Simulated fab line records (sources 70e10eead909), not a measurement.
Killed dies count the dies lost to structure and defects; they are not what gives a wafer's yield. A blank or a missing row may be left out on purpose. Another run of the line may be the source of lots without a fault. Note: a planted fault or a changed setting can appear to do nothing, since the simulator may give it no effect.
Comparing a struck lot with a sound one ; flow nandHarc ; 15 out of 1159 route steps
Sound: these wafers, L425.2, L425.4, L425.6. The struck wafers were L414.1, L414.5, L414.6. The cause comes at the end.
Each step with rows lists, per side, the tool, then ch with its chambers, then its first start. Under that, the readings that differ: sound wafers ; struck wafers ; difference of the means ; sigmas: that difference in standard deviations of wafers without a fault.
alike: a reading whose means differ by less than 2 such deviations, as well as words and numbers matching on both sides. not compared: withheld readings; readings where some wafer has no value; bounds like >300 that might hide an equal value; numbers whose values overlap and for which the record gives no deviation.
The two part at a step that has a row with sigmas, a row that says differs or no value, or rows on one side only. Non-overlapping numbers with no deviation appear without sigmas and do not part them. A reading missing from all wafers of one side parts the sides only when that side holds two or more wafers.

first, 3 steps without rows for these wafers: NHARC_A_CONTACT_ETCH_51 (etches the open film in O2/COS, target depth 3600 nm, time 936 s); NHARC_A_CONTACT_ETCH_111 (etches the open film in C4F8/O2/Ar, time 140 s, target depth 700 nm); NHARC_A_CONTACT_ETCH_112 (etches the open film in C4F8/O2/Ar, time 94 s, target depth 922 nm).
NHARC_A_CONTACT_ETCH_113: etches the open film in C4F8/O2/Ar, time 94 s, target depth 922 nm.
  sound on harCapEtch-03 ch 0,1, day 22 00:47; struck on harCapEtch-03 ch 0,1, day 19 03:01
  alike: chamberPressureMTorr, oesAirLineAu
  not compared: rfHoursCounterH
NHARC_A_CONTACT_ETCH_114: etches the open film in C4F8/O2/Ar, time 94 s, target depth 922 nm.
  sound on harCapEtch-03 ch 0,1, day 22 00:52; struck on harCapEtch-03 ch 0,1, day 19 03:07
  alike: chamberPressureMTorr, oesAirLineAu
  not compared: rfHoursCounterH
then, 2 steps without rows for these wafers: NHARC_A_CONTACT_ETCH_115 (etches the open film in C4F8/O2/Ar, time 94 s, target depth 922 nm); NHARC_A_CONTACT_ETCH_116 (etches the open film in C4F8/O2/Ar, time 94 s, target depth 922 nm).
NHARC_A_CONTACT_ETCH_117: etches the open film in C4F8/O2/Ar, time 94 s, target depth 922 nm.
  sound on harCapEtch-03 ch 0,1, day 22 01:08; struck on harCapEtch-03 ch 0,1, day 19 03:23
  alike: chamberPressureMTorr, oesAirLineAu
  not compared: rfHoursCounterH
then, 1 step without rows for these wafers: NHARC_A_CONTACT_ETCH_118 (etches the open film in C4F8/O2/Ar, time 94 s, target depth 922 nm).
NHARC_A_CONTACT_ETCH_119: etches the open film in C4F8/O2/Ar, time 94 s, target depth 922 nm.
  sound on harCapEtch-03 ch 0,1, day 22 01:19; struck on harCapEtch-03 ch 0,1, day 19 03:34
  alike: chamberPressureMTorr, oesAirLineAu
  not compared: rfHoursCounterH
then, 1 step without rows for these wafers: NHARC_A_CONTACT_ETCH_120 (etches the open film in C4F8/O2/Ar, time 94 s, target depth 922 nm).
NHARC_A_CONTACT_ETCH_121: etches the open film in C4F8/O2/Ar, time 94 s, target depth 922 nm.
  sound on harCapEtch-03 ch 0,1, day 22 01:31; struck on harCapEtch-03 ch 0,1, day 19 03:45
  alike: chamberPressureMTorr, oesAirLineAu
  not compared: rfHoursCounterH
NHARC_A_CONTACT_ETCH_122: etches the open film in C4F8/O2/Ar, time 95 s, target depth 930 nm.
  sound on harCapEtch-03 ch 0,1, day 22 01:36; struck on harCapEtch-03 ch 0,1, day 19 03:50
  no value came back on the struck wafers for chamberPressureMTorr (mTorr), oesAirLineAu (a.u.), timeS (s); on the sound wafers chamberPressureMTorr (mTorr) reads 20.025 20.024 20.009
  not compared: rfHoursCounterH
then, 1 step without rows for these wafers: NHARC_A_CONTACT_ETCH_123 (etches the open film in C4F8/O2/Ar, time 253 s, target depth 1090 nm).
-- record jumps: 3 days between struck wafers' starts before vs after; left off in module A_CONTACT, resumes in module END, first step shown is number 1159 of the route --
NHARC_END_SORT_01:
  sound on prober-01 ch 0, day 25 02:47; struck on prober-01 ch 0, day 21 21:56
reading;sound;struck;difference;sigmas
killedAtArray;35 33 53;677 674 674;+635;+58
killedDies;40 39 58;677 677 677;+631;+53
killedOpen;6 5 10;0 2 4;-5;-2
  alike: killedAtOther, killedAtPeriphery, killedShort

WHERE THEY PART
Earliest at NHARC_A_CONTACT_ETCH_122; latest, in this record, at NHARC_END_SORT_01.

WHY: whatever the simulator had introduced
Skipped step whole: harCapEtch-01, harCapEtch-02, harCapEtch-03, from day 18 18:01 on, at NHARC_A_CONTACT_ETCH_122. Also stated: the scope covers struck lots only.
